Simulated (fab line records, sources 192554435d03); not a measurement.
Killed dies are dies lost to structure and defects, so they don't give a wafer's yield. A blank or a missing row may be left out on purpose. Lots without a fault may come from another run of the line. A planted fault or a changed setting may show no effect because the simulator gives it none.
Chamber matching | flow n5_finfet | N5_BEOL_M7_ILD_DEP_00 on pecvd-02: 3 sister chambers
The step deposits SiCOH lowk from DEMS/porogen, target thk 179.75 nm, time 33.4 s. 6 wafers are shown with their chamber, then 11 later ones without.

WAFERS WITH THEIR CHAMBER
wafer  | chamber | heater_power_w (W) | throttle_valve_pct (%)
L080.1 | 2       | 321                | 14.0
L088.6 | 1       | 404                | 14.2
L091.1 | 1       | 423                | 14.1
L091.2 | 2       | 336                | 14.0
L091.3 | 0       | 261                | 13.0
L090.1 | 0       | 246                | 13.2

WAFERS WITHOUT THEIR CHAMBER
wafer  | heater_power_w (W) | throttle_valve_pct (%)
L090.2 | 298                | 13.6
L090.3 | 389                | 13.8
L090.4 | 249                | 13.0
L090.5 | 388                | 13.9
L090.6 | 293                | 13.5
L093.2 | 257                | 12.9
L093.5 | 281                | 14.0
L093.6 | 445                | 13.9
L097.1 | 433                | 13.9
L097.5 | 448                | 14.0
L097.6 | 350                | 14.2

WHICH CHAMBER EACH WENT THROUGH
wafer  | from the rows above     | in truth
L090.2 | can't be placed: 2 or 0 | 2
L090.3 | can't be placed: 1 or 2 | 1
L090.4 | 0                       | 0
L090.5 | can't be placed: 1 or 2 | 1
L090.6 | can't be placed: 0 or 2 | 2
L093.2 | 0                       | 0
L093.5 | 2                       | 2
L093.6 | 1                       | 1
L097.1 | 1                       | 1
L097.5 | 1                       | 1
L097.6 | 2                       | 2
Placed correctly: 7 of 11. Can't be placed from these rows: 4 (the true chamber is among the candidates in 4). Placed wrongly: 0.
How it was worked out, from the rows above alone: a wafer's distance from a chamber is the root of the sum, over the readings, of the square of ((its reading less the chamber's mean) divided by the reading's scatter). The wafer belongs to the nearest chamber; if the next one is less than 2 further off, it can't be placed. A chamber's mean is the mean of its shown wafers. The scatter: the root of (the sum of the squares of (reading less its chamber's mean) over the shown wafers, divided by (wafers less chambers)).
